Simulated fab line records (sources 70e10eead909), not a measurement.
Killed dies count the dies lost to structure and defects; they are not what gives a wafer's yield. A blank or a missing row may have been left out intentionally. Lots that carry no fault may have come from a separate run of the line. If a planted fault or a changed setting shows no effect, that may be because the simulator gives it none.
Struck lot and sound lot, side by side | flow nand-harc | 15 steps out of a route of 1159
Sound: these wafers, L553.1, L553.2, L553.5. Wafers L544.1, L544.4, L544.5 were the ones struck. Last of all comes the cause.
Each step with rows lists, per side, the tool, then ch with its chambers, then its first start. Under that, the readings that differ: sound wafers | struck wafers | difference of the means | sigmas: that difference in standard deviations of wafers without a fault.
alike: readings with means less than 2 such deviations apart, plus words and numbers identical on both sides. not compared: withheld readings, readings lacking a value on some wafer, bounds such as >300 that could conceal the same value, and numbers that have no deviation in the record and whose values overlap.
The two part at a step that has a row with sigmas, a row that says differs or no value, or rows on one side only. When numbers do not overlap yet have no deviation, they are printed without sigmas and do not part them. A reading missing from all wafers of one side parts the sides only when that side holds two or more wafers.

first, 1 step without rows for these wafers: NHARC_A_CONTACT_ETCH_78 (etches the open film in O2/COS, target depth 2800 nm, time 728 s).
NHARC_A_CONTACT_ETCH_124: etches the open film in C4F8/O2/Ar, time 140 s, target depth 700 nm.
  sound on har-cap-etch-03 ch 0,1, day 21 03:40; struck on har-cap-etch-01 ch 0,1, day 18 23:58
  alike: chamber-pressure-mTorr, oes-air-line-au
  not compared: rf-hours-counter-h
then, 3 steps without rows for these wafers: NHARC_A_CONTACT_ETCH_125 (etches the open film in C4F8/O2/Ar, time 155 s, target depth 956 nm); NHARC_A_CONTACT_ETCH_126 (etches the open film in C4F8/O2/Ar, time 155 s, target depth 956 nm); NHARC_A_CONTACT_ETCH_127 (etches the open film in C4F8/O2/Ar, time 155 s, target depth 956 nm).
NHARC_A_CONTACT_ETCH_128: etches the open film in C4F8/O2/Ar, time 155 s, target depth 956 nm.
  sound on har-cap-etch-03 ch 0,1, day 21 04:18; struck on har-cap-etch-01 ch 0,1, day 19 00:35
  alike: chamber-pressure-mTorr, oes-air-line-au
  not compared: rf-hours-counter-h
then, 3 steps without rows for these wafers: NHARC_A_CONTACT_ETCH_129 (etches the open film in C4F8/O2/Ar, time 155 s, target depth 956 nm); NHARC_A_CONTACT_ETCH_130 (etches the open film in C4F8/O2/Ar, time 155 s, target depth 956 nm); NHARC_A_CONTACT_ETCH_131 (etches the open film in C4F8/O2/Ar, time 155 s, target depth 956 nm).
NHARC_A_CONTACT_ETCH_132: etches the open film in C4F8/O2/Ar, time 156 s, target depth 958 nm.
  sound on har-cap-etch-03 ch 0,1, day 21 04:52; struck on har-cap-etch-01 ch 0,1, day 19 01:08
  alike: chamber-pressure-mTorr, oes-air-line-au
  not compared: rf-hours-counter-h
NHARC_A_CONTACT_ETCH_133: etches the open film in C4F8/O2/Ar, time 195 s, target depth 840 nm.
  sound on har-cap-etch-03 ch 0,1, day 21 05:01; struck on har-cap-etch-01 ch 0,1, day 19 01:19
  alike: chamber-pressure-mTorr, oes-air-line-au
  not compared: rf-hours-counter-h
NHARC_A_CONTACT_ETCH_91: etches the open film in CH3F/O2, target depth 40 nm, time 85.7 s.
  sound on rie-diel-01 ch 0,1,2, day 21 05:36; struck on rie-diel-07 ch 1,2,3, day 19 01:49
  reading               | sound          | struck         | difference | sigmas
  oes-product-au (a.u.) | 1.00 1.02 0.99 | 0.92 0.93 0.93 | -0.08      | -2
  alike: bias-w, ch3f-flow-sccm, drypump-motor-current-A, rf-vpp-V, showerhead-plenum-p-Torr, throttle-valve-pct
  not compared: rf-hours-counter-h
NHARC_A_CONTACT_ETCH_97: etches the open film in C4F6/O2, target depth 20 nm, time 10 s.
  sound on rie-diel-01 ch 0,3, day 21 05:43; struck on rie-diel-07 ch 0,2,3, day 19 01:58
  no value came back on the struck wafers for any of 8 readings (bias-w (W), c4f6-flow-sccm (sccm) and others); on the sound wafers bias-w (W) reads 500.3 500.0 499.5
  not compared: rf-hours-counter-h
NHARC_A_CONTACT_CD_MEAS_80:
  sound: cd-sem-01 at day 21 05:47; struck: cd-sem-01 at day 19 02:02
  alike: cd-nm
-- jump in the record: it breaks off in module A_CONTACT and resumes in module END (first step shown: number 1159 of the route), and 2 days separate the struck wafers' starts before and after --
NHARC_END_SORT_01:
  sound on prober-02 ch 0, day 23 23:32; struck on prober-01 ch 0, day 21 10:23
  reading         | sound    | struck                                                               | difference                   | sigmas
  hold            | - - -    | await-dispo/4.0h/scrap await-dispo/4.0h/scrap await-dispo/4.0h/scrap | no value on the sound wafers |
  killed-at-array | 13 13 8  | 677 676 675                                                          | +665                         | +60
  killed-dies     | 17 18 11 | 677 677 677                                                          | +662                         | +60
  alike: killed-at-other, killed-at-periphery, killed-open, killed-short

== WHERE THEY PART ==
Earliest at NHARC_A_CONTACT_ETCH_91; latest, in this record, at NHARC_END_SORT_01.

WHY: whatever the simulator had introduced
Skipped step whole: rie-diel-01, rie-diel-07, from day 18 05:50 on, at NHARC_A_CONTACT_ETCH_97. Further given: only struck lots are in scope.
